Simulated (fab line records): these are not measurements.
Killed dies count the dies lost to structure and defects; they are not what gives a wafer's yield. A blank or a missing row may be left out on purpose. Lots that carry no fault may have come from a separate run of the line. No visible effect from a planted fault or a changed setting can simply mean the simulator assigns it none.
fab line records	flow nand-harc
record lots=10	wafers=30	last-day=34
route steps=1302 shown A_CHANNEL_HOLE_D1@460
lots untouched by any fault: they come from a run of this same line in which no faults occurred
start-h: hours from the record's first day to the start of the lot's first wafer shown	wait-h: hours elapsed since this lot's preceding step	" identical to the entry in the row above	L1.1+2: several wafers, shown together as one row	- value missing, or start not given	* or withheld: withheld	< > ~ a bound
route shown NAME@n: NAME is a module with steps in the file, n the number in the route of the first one	usual: mean and standard deviation over wafers with no fault	same: alike in all rows	chamber/n: place in a boat	sites: the reading at each site	_std_site: how widely they spread, as a standard deviation	_edge_site: inner sites' mean taken away from outer sites' mean	radius-mm: for every site, how far away it sits from the centre of the wafer	mask NAME#n: copy n	behind: the tool/chamber that last shaped the wafer	hold: reason for holding the lot/hours on hold/outcome of the hold	device: the transistor (n, p or np) that didn't switch	end of line: tests run on the same wafers once the route is complete	a step without rows: its recipe alone	killed: dies that structure and defects cost at the first sort, which is not the same as the wafer's yield	map: a wafer's dies, marking killed ones x, the rest . and places with no die _
set.NAME: the setting the step ran with; set.NAME@STEP: the setting that earlier step ran with	model.NAME: the simulator's own value behind a step, which no gauge read
route steps across a sampled set of lots; one table per step, one row per wafer
services: the hour from which a tool's chamber was out of use, counted from the record's first day as start-h (under 0 if before that day), plus the number of hours and why
## steps
# step NHARC_A_CHANNEL_HOLE_D1_PEB_08
# recipe peb-temp-c=100	peb-time-s=65
# usual heater-power-total-W=156.5/0.42	plate-temp-C=100.00/0.14
lot.wafer	tool	chamber	start-h	wait-h	heater-power-total-W	plate-temp-C
L683.1	litho-track-04	0	182.55	0.1	156.1	100.06
L683.2	"	0	"	"	157.0	100.11
L683.4	"	0	"	"	156.0	99.99
L684.1	litho-track-06	0	195.66	0.1	156.9	100.15
L684.4	"	0	"	"	156.0	100.23
L684.6	"	0	"	"	156.9	100.06
L685.1	litho-track-01	0	212.00	0.1	157.2	99.90
L685.3	"	0	"	"	156.9	99.91
L685.5	"	0	"	"	156.3	100.02
L689.2	litho-track-04	0	262.76	0.1	156.5	99.90
L689.5	"	0	"	"	156.0	99.64
L689.6	"	0	"	"	156.6	99.88
L693.1	litho-track-04	0	290.23	0.1	156.9	99.82
L693.2	"	0	"	"	156.3	99.93
L693.5	"	0	"	"	156.0	99.85
L699.2	litho-track-04	0	352.85	0.1	156.0	100.14
L699.4	"	0	"	"	156.2	100.01
L699.5	"	0	"	"	156.7	100.20
L700.1	litho-track-01	0	364.06	0.1	156.1	99.94
L700.3	"	0	"	"	156.3	99.91
L700.6	"	0	"	"	156.2	99.95
L701.1	litho-track-01	0	381.57	0.1	156.2	99.79
L701.4	"	0	"	"	156.5	99.82
L701.6	"	0	"	"	156.6	99.78
L705.1	litho-track-04	0	408.46	0.1	156.4	100.05
L705.4	"	0	"	"	157.0	99.93
L705.5	"	0	"	"	157.1	100.05
L704.2	litho-track-06	0	408.74	0.1	156.5	100.07
L704.5	"	0	"	"	157.1	100.30
L704.6	"	0	"	"	156.1	100.07
# step NHARC_A_CHANNEL_HOLE_D1_CD_MEAS_10
# recipe target-cd-nm=100	landing-energy-ev=500
# usual cd-nm=99.9/0.44
lot.wafer	tool	chamber	start-h	wait-h	cd-nm
L683.1	cd-sem-01	0	182.63	-	100.2
L683.2	"	0	"	"	100.3
L683.4	"	0	"	"	100.3
L684.1	cd-sem-03	0	195.74	-	98.7
L684.4	"	0	"	"	100.0
L684.6	"	0	"	"	98.9
L685.1	cd-sem-02	0	212.08	-	99.8
L685.3	"	0	"	"	99.6
L685.5	"	0	"	"	100.0
L689.2	cd-sem-03	0	262.85	-	106.3
L689.5	"	0	"	"	106.2
L689.6	"	0	"	"	100.3
L693.1	cd-sem-02	0	290.31	-	106.0
L693.2	"	0	"	"	106.4
L693.5	"	0	"	"	106.1
L699.2	cd-sem-01	0	352.93	-	99.7
L699.4	"	0	"	"	99.5
L699.5	"	0	"	"	99.6
L700.1	cd-sem-02	0	364.14	-	100.0
L700.3	"	0	"	"	98.6
L700.6	"	0	"	"	99.8
L701.1	cd-sem-02	0	381.65	-	99.7
L701.4	"	0	"	"	99.8
L701.6	"	0	"	"	99.1
L705.1	cd-sem-03	0	408.54	-	100.5
L705.4	"	0	"	"	100.4
L705.5	"	0	"	"	100.6
L704.2	cd-sem-02	0	408.82	-	100.1
L704.5	"	0	"	"	99.8
L704.6	"	0	"	"	99.4
# step NHARC_A_CHANNEL_HOLE_D1_OVL_MEAS_11
# usual overlay-x-nm=0.3/0.82	overlay-y-nm=0.0/0.66
lot.wafer	tool	chamber	start-h	wait-h	overlay-x-nm	overlay-y-nm
L683.1	overlay-02	-	182.72	-	0.2	0.4
L683.2	"	-	"	"	0.4	0.4
L683.4	"	-	"	"	-0.1	0.6
L684.1	overlay-02	-	195.84	-	1.8	0.3
L684.4	"	-	"	"	1.1	1.1
L684.6	"	-	"	"	1.1	0.8
L685.1	overlay-01	-	212.16	-	0.6	0.9
L685.3	"	-	"	"	0.9	1.0
L685.5	"	-	"	"	0.4	0.3
L689.2	overlay-02	-	262.94	-	1.9	0.5
L689.5	"	-	"	"	1.9	-0.1
L689.6	"	-	"	"	1.7	0.6
L693.1	overlay-02	-	290.40	-	-0.8	-1.2
L693.2	"	-	"	"	-0.7	-1.3
L693.5	"	-	"	"	-0.5	-1.0
L699.2	overlay-02	-	353.02	-	-1.0	-0.3
L699.4	"	-	"	"	-1.2	0.0
L699.5	"	-	"	"	-0.9	-0.7
L700.1	overlay-01	-	364.23	-	-0.1	-0.3
L700.3	"	-	"	"	-0.4	0.1
L700.6	"	-	"	"	-0.8	0.2
L701.1	overlay-01	-	381.74	-	0.5	-1.1
L701.4	"	-	"	"	0.4	0.2
L701.6	"	-	"	"	0.8	-0.5
L705.1	overlay-02	-	408.63	-	2.1	0.1
L705.4	"	-	"	"	2.0	-0.3
L705.5	"	-	"	"	1.7	-0.1
L704.2	overlay-01	-	408.91	-	-0.2	-0.3
L704.5	"	-	"	"	-0.6	-0.5
L704.6	"	-	"	"	-0.5	-0.4
# step NHARC_A_CHANNEL_HOLE_D1_ETCH_22
# recipe bias-v=3000	source-w=withheld	pressure-mtorr=20	time-s=666.7	ar-flow-sccm=375	c4f8-flow-sccm=89.3	o2-flow-sccm=35.7	temp-c=-20	target-depth-a=16000	chemistry=C4F8/O2/Ar
# usual drypump-motor-current-A=6.1/0.42	showerhead-plenum-p-Torr=3.61/0.11	throttle-valve-pct=32.154/0.0092
lot.wafer	tool	chamber	start-h	wait-h	drypump-motor-current-A	rf-hours-counter-h	showerhead-plenum-p-Torr	throttle-valve-pct
L683.1	har-etch-02	0	186.77	0.4	6.8	290	3.50	32.149
L683.2	"	1	"	"	5.9	290	3.69	32.155
L683.4	"	1	"	"	5.9	-	3.69	32.161
L684.1	har-etch-01	0	198.29	0.4	6.1	93	3.57	32.160
L684.4	"	0	"	"	6.1	-	3.57	32.148
L684.6	"	0	"	"	6.1	-	3.57	32.167
L685.1	har-etch-02	0	214.40	0.4	6.8	305	3.49	32.146
L685.3	"	1	"	"	5.9	-	3.69	32.147
L685.5	"	0	"	"	6.8	-	3.49	32.160
L689.2	har-etch-01	1	272.30	0.4	5.7	138	3.70	32.148
L689.6	"	0	"	"	6.1	-	3.54	32.148
L689.5	"	1	"	"	5.7	-	3.70	32.145
L693.1	har-etch-01	0	292.54	0.4	6.1	153	3.53	32.158
L693.2	"	1	"	"	5.7	153	3.69	32.142
L693.5	"	0	"	"	6.1	-	3.53	32.146
L699.2	har-etch-02	1	357.93	0.4	5.9	359	3.66	32.159
L699.4	"	1	"	"	5.9	-	3.66	32.158
L699.5	"	0	"	"	6.8	-	3.45	32.161
L700.1	har-etch-02	0	366.47	0.4	6.8	395	3.45	32.163
L700.3	"	0	"	"	6.8	-	3.45	32.173
L700.6	"	0	"	"	6.8	-	3.45	32.158
L701.1	har-etch-01	1	383.89	0.4	5.7	206	3.67	32.157
L701.4	"	1	"	"	5.7	-	3.67	32.144
L701.6	"	1	"	"	5.7	-	3.67	32.159
L704.2	har-etch-02	1	416.65	0.4	5.9	20	3.64	32.148
L704.6	"	0	"	"	6.8	-	3.92	32.152
L704.5	"	1	"	"	5.9	-	3.64	32.164
L705.1	har-etch-01	1	417.30	0.4	5.7	229	3.65	32.156
L705.4	"	0	"	"	6.1	-	3.49	32.159
L705.5	"	0	"	"	6.1	-	3.49	32.167
# step NHARC_A_CHANNEL_HOLE_D1_ETCH_23
# recipe bias-v=5000	source-w=withheld	pressure-mtorr=20	time-s=819	ar-flow-sccm=375	c4f8-flow-sccm=89.3	o2-flow-sccm=35.7	temp-c=-20	target-depth-a=16000	chemistry=C4F8/O2/Ar
# usual drypump-motor-current-A=6.1/0.42	showerhead-plenum-p-Torr=3.61/0.11	throttle-valve-pct=32.156/0.0093
lot.wafer	tool	chamber	start-h	wait-h	drypump-motor-current-A	rf-hours-counter-h	showerhead-plenum-p-Torr	throttle-valve-pct
L683.1	har-etch-02	0	187.34	0.5	6.8	291	3.50	32.151
L683.2	"	1	"	"	5.9	291	3.69	32.157
L683.4	"	1	"	"	5.9	-	3.69	32.169
L684.1	har-etch-01	0	198.87	0.5	6.1	93	3.57	32.169
L684.4	"	0	"	"	6.1	-	3.56	32.159
L684.6	"	0	"	"	6.1	-	3.57	32.156
L685.1	har-etch-02	0	215.00	0.5	6.8	306	3.49	32.157
L685.3	"	1	"	"	5.9	-	3.69	32.152
L685.5	"	0	"	"	6.8	-	3.49	32.172
L689.2	har-etch-01	1	272.88	0.5	5.7	139	3.70	32.162
L689.6	"	0	"	"	6.1	-	3.54	32.160
L689.5	"	1	"	"	5.7	-	3.70	32.160
L693.1	har-etch-01	0	293.10	0.5	6.1	154	3.53	32.149
L693.2	"	1	"	"	5.7	154	3.69	32.171
L693.5	"	0	"	"	6.1	-	3.53	32.143
L699.2	har-etch-02	1	358.49	0.5	5.9	360	3.66	32.165
L699.4	"	1	"	"	5.9	-	3.66	32.149
L699.5	"	0	"	"	6.8	-	3.45	32.147
L700.1	har-etch-02	0	367.05	0.5	6.8	395	3.45	32.161
L700.3	"	0	"	"	6.8	-	3.45	32.166
L700.6	"	0	"	"	6.8	-	3.45	32.148
L701.1	har-etch-01	1	384.46	0.5	5.7	207	3.67	32.173
L701.4	"	1	"	"	5.7	-	3.67	32.134
L701.6	"	1	"	"	5.7	-	3.67	32.150
L704.2	har-etch-02	1	417.23	0.5	5.9	20	3.64	32.170
L704.6	"	0	"	"	6.8	-	3.92	32.169
L704.5	"	1	"	"	5.9	-	3.64	32.163
L705.1	har-etch-01	1	417.87	0.5	5.7	230	3.65	32.149
L705.4	"	0	"	"	6.1	-	3.49	32.165
L705.5	"	0	"	"	6.1	-	3.49	32.162
# step NHARC_A_CHANNEL_HOLE_D1_CD_MEAS_30
# usual cd-nm=89.7/0.9
lot.wafer	tool	chamber	start-h	wait-h	cd-nm
L683.1	cd-sem-02	-	191.45	-	90.0
L683.2	"	-	"	"	91.4
L683.4	"	-	"	"	91.2
L684.1	cd-sem-02	-	202.83	-	89.4
L684.4	"	-	"	"	91.1
L684.6	"	-	"	"	89.3
L685.1	cd-sem-02	-	218.97	-	88.4
L685.3	"	-	"	"	88.8
L685.5	"	-	"	"	87.6
L689.2	cd-sem-02	-	276.85	-	95.2
L689.5	"	-	"	"	94.7
L689.6	"	-	"	"	89.9
L693.1	cd-sem-02	-	297.19	-	95.9
L693.2	"	-	"	"	95.8
L693.5	"	-	"	"	95.4
L699.2	cd-sem-03	-	362.60	-	89.5
L699.4	"	-	"	"	90.1
L699.5	"	-	"	"	89.2
L700.1	cd-sem-01	-	371.03	-	91.1
L700.3	"	-	"	"	90.1
L700.6	"	-	"	"	91.1
L701.1	cd-sem-01	-	388.54	-	88.4
L701.4	"	-	"	"	90.2
L701.6	"	-	"	"	89.0
L704.2	cd-sem-02	-	421.68	-	90.0
L704.5	"	-	"	"	90.1
L704.6	"	-	"	"	88.4
L705.1	cd-sem-03	-	421.96	-	90.7
L705.4	"	-	"	"	90.5
L705.5	"	-	"	"	89.9
# step NHARC_A_CHANNEL_HOLE_D1_XSEM_31
# recipe landing-energy-ev=35000
# usual bot-cd-nm=74.3/1	bow-nm=8.60/0.25	tilt-deg=0.07/0.046
lot.wafer	tool	chamber	start-h	wait-h	bot-cd-nm	bow-nm	tilt-deg
L683.1	xsem-02	0	191.54	0.1	74.4	8.16	0.06
L683.2	"	0	"	"	75.9	8.07	0.07
L683.4	"	0	"	"	75.6	8.16	0.07
L684.1	xsem-02	0	202.92	0.1	73.8	8.45	0.00
L684.4	"	0	"	"	75.1	8.42	0.00
L684.6	"	0	"	"	73.8	8.43	0.00
L685.1	xsem-01	0	219.05	0.1	73.2	8.62	0.04
L685.3	"	0	"	"	73.8	8.68	0.04
L685.5	"	0	"	"	72.7	8.61	0.04
L689.2	xsem-02	0	276.95	0.1	80.4	8.54	0.12
L689.5	"	0	"	"	79.7	8.46	0.11
L689.6	"	0	"	"	74.8	8.44	0.11
L693.1	xsem-01	0	297.27	0.1	80.8	8.56	0.06
L693.2	"	0	"	"	80.2	8.58	0.06
L693.5	"	0	"	"	79.8	8.54	0.06
L699.2	xsem-01	0	362.68	0.1	73.0	8.70	0.05
L699.4	"	0	"	"	74.3	8.73	0.05
L699.5	"	0	"	"	73.5	8.69	0.05
L700.1	xsem-01	0	371.11	0.1	75.3	8.44	0.04
L700.3	"	0	"	"	73.8	8.48	0.05
L700.6	"	0	"	"	75.4	8.52	0.04
L701.1	xsem-02	0	388.63	0.1	72.6	8.46	0.08
L701.4	"	0	"	"	75.5	8.44	0.08
L701.6	"	0	"	"	73.8	8.43	0.08
L704.2	xsem-01	0	421.77	0.1	74.8	8.62	0.10
L704.5	"	0	"	"	74.4	8.65	0.10
L704.6	"	0	"	"	73.1	8.63	0.10
L705.1	xsem-02	0	422.05	0.1	76.3	8.56	0.05
L705.4	"	0	"	"	76.1	8.56	0.05
L705.5	"	0	"	"	75.4	8.52	0.05
## services
tool	chamber	start-h	hours	kind
litho-track-06	-	179.00	7.0	pm
har-etch-02	-	181.89	4.0	repair
litho-track-04	-	203.00	7.0	pm
har-etch-02	-	255.90	7.7	repair
har-etch-02	1	290.30	-	consumable-replace:focus-ring
har-etch-02	1	290.30	17.0	scheduled-down
har-etch-02	1	290.30	17.0	vent-cycle
har-etch-02	1	326.58	-	consumable-replace:esc
har-etch-02	1	326.58	17.0	scheduled-down
har-etch-02	1	326.58	17.0	vent-cycle
litho-track-01	-	330.00	7.0	pm
litho-track-06	-	354.00	7.0	pm
xsem-01	-	374.00	14.0	pm
litho-track-04	-	378.00	7.0	pm
har-etch-02	-	378.82	17.0	pm
har-etch-02	0	378.82	17.0	vent-cycle
har-etch-02	1	378.82	17.0	vent-cycle
har-etch-02	0	395.82	-	clean
har-etch-02	0	395.82	-	consumable-replace:esc
har-etch-02	0	395.82	-	consumable-replace:focus-ring
har-etch-02	0	395.82	-	consumable-replace:showerhead
har-etch-02	1	395.82	-	clean
## key
first-sign step=NHARC_A_CHANNEL_HOLE_D1_CD_MEAS_10	reading=cd-nm	direction=up	sigmas=14	usual=99.9	struck=106.2
effect step=NHARC_A_CHANNEL_HOLE_D1_CD_MEAS_30	reading=cd-nm	direction=up	sigmas=6.3	usual=89.7	struck=95.4
effect step=NHARC_A_CHANNEL_HOLE_D1_XSEM_31	reading=bot-cd-nm	direction=up	sigmas=5.6	usual=74.3	struck=80.2
met-at NHARC_A_CHANNEL_HOLE_D1_PEB_08
struck-lots L689,L693
struck-wafers L689.2,L689.5,L693.1,L693.2,L693.5
tester-left-out L689,L693
not-acting-at NHARC_A_CHANNEL_HOLE_D1_OVL_MEAS_11,NHARC_A_CHANNEL_HOLE_D1_ETCH_22,NHARC_A_CHANNEL_HOLE_D1_ETCH_23
onset-between 182.55 262.76
fault kind=process-parameter-drift	tool=litho-track-04	chamber=-	onset-h=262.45	steps=NHARC_A_CHANNEL_HOLE_D1_PEB_08	channel=peb-time-s	offset=*	shape=step	end-h=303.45	scope=struck-wafers-only	acts-in=*	stated=*
# tester-left-out: of these lots the tester's yield and bins aren't shown, on N5 and GAA mostly nor the transistor test; their killed dies are dies lost to structure and defects alone, not to doping, threshold or leakage, so they don't give the yield
